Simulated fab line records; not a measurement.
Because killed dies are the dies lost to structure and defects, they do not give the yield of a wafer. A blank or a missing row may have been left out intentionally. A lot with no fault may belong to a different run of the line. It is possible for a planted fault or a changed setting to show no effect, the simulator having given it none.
8D (eight disciplines) problem report, filled in by code -- flow n5-finfet -- the parts of the form that need people (team, actions taken, sign-off) are left out

1. THE PROBLEM
Mean of killed_at_M4_up at N5_PASSIVATION_PROBE_49: 121 across 6 wafers in 2 lots; on wafers with no fault it is 15 (standard deviation 5.6). Measured from the usual mean, that is +19 standard deviations.
First observed at day 16 09:54: wafer L935.3, on prober-02. The record holds 13 wafers of 5 lots with a number at this step. Rule for "out" (also "out of limits"): further than 4 standard deviations from the usual mean. The rest of the wafers with a number are treated as sound.

2. WHAT IT IS; WHAT IT IS NOT
question,is,is not
which readings at this step,killed_at_M4_up,"killed_at_M0_to_M3, killed-at-contacts, killed-at-other, killed-open, killed-short"
which lots,"L934, L935","L926, L928, L929"
which wafers of those lots,all that have a number,-
read on which tools,prober-02,prober-01
when,from day 16 09:54,up to then (7 sound wafers)

3. SUSPECTS, AND WHAT RULES EACH OUT
Counting: any tool at a process step up to the reading is kept as a suspect provided that every lot that is out went through it and no sound lot did after the first of them.
- rie-diel-04 at N5_BEOL_M6_STRIP_80 (strips in N2/H2, time 10 s): kept. Every lot that is out went through it, starting with L935 (day 12 19:39), and after that it ran no sound lot; the last sound lot it ran before then is L929 (day 11 14:34).
- rie-diel-02 at N5_PASSIVATION_STRIP_34 (strips in O2): kept. It ran every lot that is out, first L935 (day 16 05:38), and no sound lot after that.
- rie-diel-02 at N5_PASSIVATION_PASS_ETCH_47 (etches SiNx in CF4/O2, target depth 770 nm, time 385 s): kept. Every lot that is out went through it, starting with L935 (day 16 06:47), and after that it ran no sound lot; the last sound lot it ran before then is L928 (day 14 16:23).
- prober-02 at N5_PASSIVATION_PROBE_49: kept. It ran every lot that is out, first L935 (day 16 09:54), and no sound lot after that. Its own killed_at_M4_up readings are out on those wafers.
Left after counting: rie-diel-04 at N5_BEOL_M6_STRIP_80, rie-diel-02 at N5_PASSIVATION_STRIP_34, rie-diel-02 at N5_PASSIVATION_PASS_ETCH_47, prober-02 at N5_PASSIVATION_PROBE_49.

4. THE CAUSE (what the simulator had put in)
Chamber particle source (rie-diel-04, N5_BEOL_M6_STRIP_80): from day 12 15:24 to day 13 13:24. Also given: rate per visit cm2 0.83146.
Counting leaves 4 suspects; this tool is one of them.

5. SEQUENCE OF EFFECTS, ordered by route
Rows list readings where the struck wafers' mean (over those with a number) sits beyond 3 standard deviations from the usual. Only readings for which the record gives a usual standard deviation are gone through. hours: the time from each lot's start at the first step in this table that gives one to its start at this step, as a median over the lots. sigmas: the change in usual standard deviations.
hours,step,reading,usual,on struck wafers,change,sigmas
0,N5_PASSIVATION_PROBE_49,defect-limited-yield,91.4 %,81.7,-9.7,-6.5
0,N5_PASSIVATION_PROBE_49,killed_at_M4_up,15,121,+106,+19
0,N5_PASSIVATION_PROBE_49,killed-dies,102,216,+114,+6.7
0,N5_PASSIVATION_PROBE_49,sort_bin_5_function,5.1 %,11.8,+6.7,+6.9
0,N5_PASSIVATION_PROBE_49,sort-n-pass,1078,964,-114,-6.4
0,N5_PASSIVATION_PROBE_49,sort-yield-pct,91.3 %,81.7,-9.6,-6.4
The process steps in it:
- N5_PASSIVATION_PROBE_49

6. HOW IT WOULD HAVE BEEN CAUGHT EARLIER
The fault began at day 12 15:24; the first out-of-limits reading in this record came at day 16 09:54, 90 hours later.
Tool readings at N5_BEOL_M6_STRIP_80 with a usual standard deviation given in the record: none out on any struck wafer, hence no alarm at a limit of 4 standard deviations on them.
All the lots that are out (2) had begun N5_BEOL_M6_STRIP_80 on rie-diel-04 by day 16 09:54. A hold on the tool at that time would have spared none of them.
